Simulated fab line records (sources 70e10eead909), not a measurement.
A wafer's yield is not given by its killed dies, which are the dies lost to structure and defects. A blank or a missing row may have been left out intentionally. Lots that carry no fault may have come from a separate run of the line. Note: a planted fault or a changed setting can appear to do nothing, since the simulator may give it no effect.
Commonality check across tools / flow nand harc / 12 lots and 42 wafers in the sample

== WHY THIS WAS OPENED ==
Flagged at NHARC_P_ZERO_WELL_CD_MEAS_11: reading cd nm, on 2 of 12 lots. Wafers without a fault read 499.8 nm, standard deviation 1.5.
Rule: a lot is flagged when every wafer of it that has a number lies more than 4 standard deviations from that mean, or none has a number. The rest of the lots are taken to be sound.

lot=L640; measured=day 1 21:09; on=cd sem-02; cd nm (nm), wafer by wafer=498.8 496.1 497.9; flag=
lot=L642; measured=day 2 17:16; on=cd sem-03; cd nm (nm), wafer by wafer=499.1 499.5 499.9; flag=
lot=L643; measured=day 3 03:37; on=cd sem-01; cd nm (nm), wafer by wafer=501.3 501.2 499.4; flag=
lot=L644; measured=day 3 13:14; on=cd sem-01; cd nm (nm), wafer by wafer=501.1 499.0 501.3; flag=
lot=L645; measured=day 4 09:14; on=cd sem-01; cd nm (nm), wafer by wafer=499.6 501.0 500.2; flag=
lot=L646; measured=day 4 09:17; on=cd sem-03; cd nm (nm), wafer by wafer=497.7 498.4 499.1; flag=
lot=L647; measured=day 4 19:15; on=cd sem-01; cd nm (nm), wafer by wafer=499.5 499.4 499.3; flag=
lot=L655; measured=day 8 03:14; on=cd sem-02; cd nm (nm), wafer by wafer=507.7 510.0 507.7 507.8 509.4 507.7; flag=FLAGGED
lot=L656; measured=day 8 13:15; on=cd sem-03; cd nm (nm), wafer by wafer=507.0 508.5 507.4 507.1 508.7 507.7; flag=FLAGGED
lot=L659; measured=day 9 19:14; on=cd sem-02; cd nm (nm), wafer by wafer=501.9 499.2 501.1; flag=
lot=L660; measured=day 10 05:07; on=cd sem-02; cd nm (nm), wafer by wafer=499.9 501.9 499.9; flag=
lot=L663; measured=day 11 11:14; on=cd sem-01; cd nm (nm), wafer by wafer=499.4 500.1 499.3; flag=
On average the flagged lots' numbers are 508.1 nm, which is +8.3 nm against the usual, or +6 standard deviations.

== TOOL THAT RAN EACH LOT ==
The record holds 1 process step before the reading, out of a route of 1302 steps. Read each cell as the tool, then ch plus the chambers that the sampled wafers visited, then the start.
lot=L640; flag=; NHARC_P_ZERO_WELL_SOFTBAKE_06=litho track-03 ch 0, day 1 20:00
lot=L642; flag=; NHARC_P_ZERO_WELL_SOFTBAKE_06=litho track-05 ch 0, day 2 16:00
lot=L643; flag=; NHARC_P_ZERO_WELL_SOFTBAKE_06=litho track-03 ch 0, day 3 03:00
lot=L644; flag=; NHARC_P_ZERO_WELL_SOFTBAKE_06=litho track-03 ch 0, day 3 12:00
lot=L645; flag=; NHARC_P_ZERO_WELL_SOFTBAKE_06=litho track-03 ch 0, day 3 22:00
lot=L646; flag=; NHARC_P_ZERO_WELL_SOFTBAKE_06=litho track-02 ch 0, day 4 08:00
lot=L647; flag=; NHARC_P_ZERO_WELL_SOFTBAKE_06=litho track-02 ch 0, day 4 18:00
lot=L655; flag=FLAGGED; NHARC_P_ZERO_WELL_SOFTBAKE_06=litho track-03 ch 0, day 8 02:00
lot=L656; flag=FLAGGED; NHARC_P_ZERO_WELL_SOFTBAKE_06=litho track-03 ch 0, day 8 12:00
lot=L659; flag=; NHARC_P_ZERO_WELL_SOFTBAKE_06=litho track-05 ch 0, day 9 18:00
lot=L660; flag=; NHARC_P_ZERO_WELL_SOFTBAKE_06=litho track-02 ch 0, day 10 04:00
lot=L663; flag=; NHARC_P_ZERO_WELL_SOFTBAKE_06=litho track-05 ch 0, day 11 10:00
These steps, and what they do:
- NHARC_P_ZERO_WELL_SOFTBAKE_06: time 70 s.
- NHARC_P_ZERO_WELL_CD_MEAS_11: target cd 500 nm.

== FLAGGED OVER TOTAL, TOOL BY TOOL (the gauges that took the reading come last) ==
step=NHARC_P_ZERO_WELL_SOFTBAKE_06; tool=litho track-02; lots run=3; flagged=0; share of the flagged lots=none; sound lots run after its first flagged lot=-
step=NHARC_P_ZERO_WELL_SOFTBAKE_06; tool=litho track-03; lots run=6; flagged=2; share of the flagged lots=all; sound lots run after its first flagged lot=0
step=NHARC_P_ZERO_WELL_SOFTBAKE_06; tool=litho track-05; lots run=3; flagged=0; share of the flagged lots=none; sound lots run after its first flagged lot=-
step=NHARC_P_ZERO_WELL_CD_MEAS_11; tool=cd sem-01; lots run=5; flagged=0; share of the flagged lots=none; sound lots run after its first flagged lot=-
step=NHARC_P_ZERO_WELL_CD_MEAS_11; tool=cd sem-02; lots run=4; flagged=1; share of the flagged lots=some; sound lots run after its first flagged lot=2 (L659,L660)
step=NHARC_P_ZERO_WELL_CD_MEAS_11; tool=cd sem-03; lots run=3; flagged=1; share of the flagged lots=some; sound lots run after its first flagged lot=0

== WHAT THE TABLE ALLOWS ==
All flagged lots share 1 row of the table, namely litho track-03 at NHARC_P_ZERO_WELL_SOFTBAKE_06.
- litho track-03 at NHARC_P_ZERO_WELL_SOFTBAKE_06 ran 6 lots, 2 of them flagged. It ran its last sound lot, L645, at day 3 22:00 and its first flagged lot, L655, at day 8 02:00: a fault with its onset between the two fits. Its own readings lie more than 4 standard deviations out on every wafer of the flagged lots: heater power total W.
Just one tool remains: litho track-03 at NHARC_P_ZERO_WELL_SOFTBAKE_06.

== WHAT HAD BEEN PUT IN BY THE SIMULATOR ==
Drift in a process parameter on litho track-03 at NHARC_P_ZERO_WELL_SOFTBAKE_06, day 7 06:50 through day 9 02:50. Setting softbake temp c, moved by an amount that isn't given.
Struck lots among those shown: L655, L656. The rule given above showed the same thing.
